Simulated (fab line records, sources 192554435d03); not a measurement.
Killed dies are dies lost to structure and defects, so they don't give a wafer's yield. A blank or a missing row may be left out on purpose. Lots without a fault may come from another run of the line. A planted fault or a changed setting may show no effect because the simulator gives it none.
Which tool did it? | flow n5_finfet | 12 lots, 36 wafers sampled, at 1 step of a route of 1938

WHAT THE GAUGES READ, wafer by wafer
N5_GATE_CUT_INSPECT_15: inspects for defects (brightfield).
lot  | measured     | on                | raw_defect_count
L075 | day 4 23:18  | defect_inspect-01 | 148 167 127
L077 | day 5 15:19  | defect_inspect-02 | 60 99 104
L079 | day 6 01:48  | defect_inspect-02 | 182 146 116
L081 | day 6 07:56  | defect_inspect-01 | 115 184 102
L083 | day 6 18:45  | defect_inspect-02 | 165 129 124
L085 | day 7 08:59  | defect_inspect-02 | 138 125 197
L087 | day 7 18:19  | defect_inspect-02 | 82 90 142
L089 | day 8 08:38  | defect_inspect-01 | 111 117 177
L091 | day 8 21:50  | defect_inspect-02 | 109 110 128
L093 | day 9 09:40  | defect_inspect-02 | 142 161 146
L094 | day 9 19:58  | defect_inspect-01 | 160 196 128
L097 | day 10 06:49 | defect_inspect-01 | 84 104 121

WHICH TOOL RAN EACH LOT (tool, then ch and the chambers of the sampled wafers, then the start)
The record holds no process step before these readings.

THE ANSWER, worked out from the rows above alone
Rule: what is usual is taken from the lots themselves. Put in order of their means at a reading, lots are off if they are a third of the lots or fewer, leave a main group of 4 or more, and stand apart from it by a gap of 3 or more times the standard deviation of the main group's means; of several such gaps the widest counts. A main group whose means are all the same, to the digits that the tables above print for the reading, isn't used. A lot without any number at a reading at which 4 lots or more have one is off too. The other lots that the step has rows for count as sound.
No lot is off at any reading shown: from this, nothing can be told.

WHAT THE SIMULATOR HAD PUT IN
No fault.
